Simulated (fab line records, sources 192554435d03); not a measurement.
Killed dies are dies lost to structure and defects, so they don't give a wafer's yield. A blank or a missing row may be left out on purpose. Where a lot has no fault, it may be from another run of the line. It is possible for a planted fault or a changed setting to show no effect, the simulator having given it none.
Chamber matching || flow n5_finfet || N5_MOL_CONTACT_COAG_DESCUM_88 on rie_diel-02: 4 sister chambers
The step chemistry O2, time 7 s. 20 wafers are shown with their chamber, then 10 later ones without.

## WAFERS PAIRED WITH THEIR CHAMBERS
{"wafer": "L078.3", "chamber": 1, "showerhead_plenum_p_Torr (Torr)": 1.98, "drypump_motor_current_A (A)": 5.4, "throttle_valve_pct (%)": 20.42}
{"wafer": "L078.5", "chamber": 0, "showerhead_plenum_p_Torr (Torr)": 2.00, "drypump_motor_current_A (A)": 5.6, "throttle_valve_pct (%)": 20.48}
{"wafer": "L078.6", "chamber": 3, "showerhead_plenum_p_Torr (Torr)": 1.97, "drypump_motor_current_A (A)": 6.5, "throttle_valve_pct (%)": 20.03}
{"wafer": "L083.2", "chamber": 0, "showerhead_plenum_p_Torr (Torr)": 2.00, "drypump_motor_current_A (A)": 5.6, "throttle_valve_pct (%)": 20.51}
{"wafer": "L083.5", "chamber": 0, "showerhead_plenum_p_Torr (Torr)": 2.00, "drypump_motor_current_A (A)": 5.6, "throttle_valve_pct (%)": 20.49}
{"wafer": "L083.6", "chamber": 1, "showerhead_plenum_p_Torr (Torr)": 1.97, "drypump_motor_current_A (A)": 5.4, "throttle_valve_pct (%)": 20.45}
{"wafer": "L085.2", "chamber": 2, "showerhead_plenum_p_Torr (Torr)": 2.24, "drypump_motor_current_A (A)": 5.4, "throttle_valve_pct (%)": 20.30}
{"wafer": "L085.3", "chamber": 1, "showerhead_plenum_p_Torr (Torr)": 1.97, "drypump_motor_current_A (A)": 5.3, "throttle_valve_pct (%)": 20.46}
{"wafer": "L085.5", "chamber": 3, "showerhead_plenum_p_Torr (Torr)": 1.96, "drypump_motor_current_A (A)": 6.5, "throttle_valve_pct (%)": 20.04}
{"wafer": "L086.1", "chamber": 3, "showerhead_plenum_p_Torr (Torr)": 1.96, "drypump_motor_current_A (A)": 6.6, "throttle_valve_pct (%)": 20.04}
{"wafer": "L086.5", "chamber": 1, "showerhead_plenum_p_Torr (Torr)": 1.97, "drypump_motor_current_A (A)": 5.4, "throttle_valve_pct (%)": 20.45}
{"wafer": "L086.6", "chamber": 0, "showerhead_plenum_p_Torr (Torr)": 2.00, "drypump_motor_current_A (A)": 5.6, "throttle_valve_pct (%)": 20.52}
{"wafer": "L090.1", "chamber": 3, "showerhead_plenum_p_Torr (Torr)": 1.96, "drypump_motor_current_A (A)": 6.5, "throttle_valve_pct (%)": 20.04}
{"wafer": "L090.2", "chamber": 1, "showerhead_plenum_p_Torr (Torr)": 1.97, "drypump_motor_current_A (A)": 5.4, "throttle_valve_pct (%)": 20.46}
{"wafer": "L090.3", "chamber": 2, "showerhead_plenum_p_Torr (Torr)": 2.24, "drypump_motor_current_A (A)": 5.4, "throttle_valve_pct (%)": 20.33}
{"wafer": "L090.4", "chamber": 0, "showerhead_plenum_p_Torr (Torr)": 1.99, "drypump_motor_current_A (A)": 5.6, "throttle_valve_pct (%)": 20.50}
{"wafer": "L090.5", "chamber": 2, "showerhead_plenum_p_Torr (Torr)": 2.24, "drypump_motor_current_A (A)": 5.4, "throttle_valve_pct (%)": 20.33}
{"wafer": "L090.6", "chamber": 3, "showerhead_plenum_p_Torr (Torr)": 1.96, "drypump_motor_current_A (A)": 6.5, "throttle_valve_pct (%)": 20.06}
{"wafer": "L092.1", "chamber": 3, "showerhead_plenum_p_Torr (Torr)": 1.96, "drypump_motor_current_A (A)": 6.6, "throttle_valve_pct (%)": 20.05}
{"wafer": "L092.2", "chamber": 1, "showerhead_plenum_p_Torr (Torr)": 1.97, "drypump_motor_current_A (A)": 5.4, "throttle_valve_pct (%)": 20.48}

SIGNATURES (means of the wafers above)
{"reading": "showerhead_plenum_p_Torr", "chamber 0": 1.9980, "chamber 1": 1.9717, "chamber 2": 2.2400, "chamber 3": 1.9617, "scatter within a chamber": 0.00393}
{"reading": "drypump_motor_current_A", "chamber 0": 5.600, "chamber 1": 5.383, "chamber 2": 5.400, "chamber 3": 6.533, "scatter within a chamber": 0.0368}
{"reading": "throttle_valve_pct", "chamber 0": 20.5000, "chamber 1": 20.4533, "chamber 2": 20.3200, "chamber 3": 20.0433, "scatter within a chamber": 0.0159}
Rule: for each reading, subtract the chamber's mean from the wafer's reading, divide by that reading's scatter and square the result; add these up over the readings and take the root, which gives the wafer's distance from the chamber. The wafer belongs to the nearest chamber; if the next one is less than 2 further off, it can't be placed. The scatter: the root of (the sum of the squares of (reading less its chamber's mean) over the shown wafers, divided by (wafers less chambers)).

## WAFERS WHOSE CHAMBER IS MISSING
{"wafer": "L092.3", "showerhead_plenum_p_Torr (Torr)": 2.23, "drypump_motor_current_A (A)": 5.4, "throttle_valve_pct (%)": 20.34}
{"wafer": "L093.1", "showerhead_plenum_p_Torr (Torr)": 1.96, "drypump_motor_current_A (A)": 6.5, "throttle_valve_pct (%)": 20.06}
{"wafer": "L093.4", "showerhead_plenum_p_Torr (Torr)": 1.99, "drypump_motor_current_A (A)": 5.6, "throttle_valve_pct (%)": 20.53}
{"wafer": "L093.5", "showerhead_plenum_p_Torr (Torr)": 1.96, "drypump_motor_current_A (A)": 6.5, "throttle_valve_pct (%)": 20.07}
{"wafer": "L095.2", "showerhead_plenum_p_Torr (Torr)": 1.99, "drypump_motor_current_A (A)": 5.6, "throttle_valve_pct (%)": 20.53}
{"wafer": "L095.3", "showerhead_plenum_p_Torr (Torr)": 1.96, "drypump_motor_current_A (A)": 6.5, "throttle_valve_pct (%)": 20.09}
{"wafer": "L095.4", "showerhead_plenum_p_Torr (Torr)": 1.96, "drypump_motor_current_A (A)": 6.5, "throttle_valve_pct (%)": 20.06}
{"wafer": "L096.2", "showerhead_plenum_p_Torr (Torr)": 2.23, "drypump_motor_current_A (A)": 5.4, "throttle_valve_pct (%)": 20.36}
{"wafer": "L096.3", "showerhead_plenum_p_Torr (Torr)": 1.96, "drypump_motor_current_A (A)": 6.6, "throttle_valve_pct (%)": 20.08}
{"wafer": "L096.6", "showerhead_plenum_p_Torr (Torr)": 1.96, "drypump_motor_current_A (A)": 6.5, "throttle_valve_pct (%)": 20.08}

## CHAMBER TAKEN BY EACH
{"wafer": "L092.3", "from the rows above": 2, "in truth": 2}
{"wafer": "L093.1", "from the rows above": 3, "in truth": 3}
{"wafer": "L093.4", "from the rows above": 0, "in truth": 0}
{"wafer": "L093.5", "from the rows above": 3, "in truth": 3}
{"wafer": "L095.2", "from the rows above": 0, "in truth": 0}
{"wafer": "L095.3", "from the rows above": 3, "in truth": 3}
{"wafer": "L095.4", "from the rows above": 3, "in truth": 3}
{"wafer": "L096.2", "from the rows above": 2, "in truth": 2}
{"wafer": "L096.3", "from the rows above": 3, "in truth": 3}
{"wafer": "L096.6", "from the rows above": 3, "in truth": 3}
Correctly placed: 10 of 10. Left unplaced by these rows: 0. Number placed wrongly: 0.
